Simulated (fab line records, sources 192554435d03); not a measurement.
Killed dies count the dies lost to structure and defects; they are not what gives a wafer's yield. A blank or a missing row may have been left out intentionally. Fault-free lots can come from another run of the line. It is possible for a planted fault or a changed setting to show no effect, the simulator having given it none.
Matching of chambers    flow n5_finfet    N5_BEOL_M11_DESCUM_16 on rie_diel-05 has 4 sister chambers
The step chemistry O2, time 7.9 s. 8 wafers are shown with their chamber, then 10 later ones without.

== EACH WAFER AND ITS CHAMBER ==
wafer   chamber  showerhead_plenum_p_Torr (Torr)  drypump_motor_current_A (A)
L081.4  2        2.16                             5.3
L085.2  2        2.15                             5.2
L089.2  0        2.00                             5.4
L091.3  3        1.96                             5.8
L091.4  1        2.22                             6.2
L091.5  0        2.00                             5.5
L092.2  3        1.96                             5.8
L092.3  1        2.22                             6.1

== WAFERS WITH NO CHAMBER GIVEN ==
wafer   showerhead_plenum_p_Torr (Torr)  drypump_motor_current_A (A)
L092.4  2.15                             5.3
L094.1  1.96                             5.7
L094.3  2.22                             6.1
L094.5  2.15                             5.2
L095.2  2.22                             6.1
L095.5  2.15                             5.3
L095.6  1.96                             5.7
L097.4  1.96                             5.8
L097.5  2.22                             6.1
L097.6  1.99                             5.4

== WHICH CHAMBER EACH WENT THROUGH ==
wafer   from the rows above  in truth
L092.4  2                    2
L094.1  3                    3
L094.3  1                    1
L094.5  2                    2
L095.2  1                    1
L095.5  2                    2
L095.6  3                    3
L097.4  3                    3
L097.5  1                    1
L097.6  0                    0
Correct placement for 10 of the 10. Number that these rows cannot place: 0. Placed wrongly: 0.
How it was worked out, from the rows above alone: a wafer's distance from a chamber is the root of the sum, over the readings, of the square of ((its reading less the chamber's mean) divided by the reading's scatter). If the next closest chamber is less than 2 further off than the closest, the wafer can't be placed; otherwise it belongs to the closest. The mean given for a chamber averages the wafers shown for that chamber. The scatter: take each reading less its chamber's mean, square it, sum over the shown wafers, divide by the number of wafers less the number of chambers, and take the root.
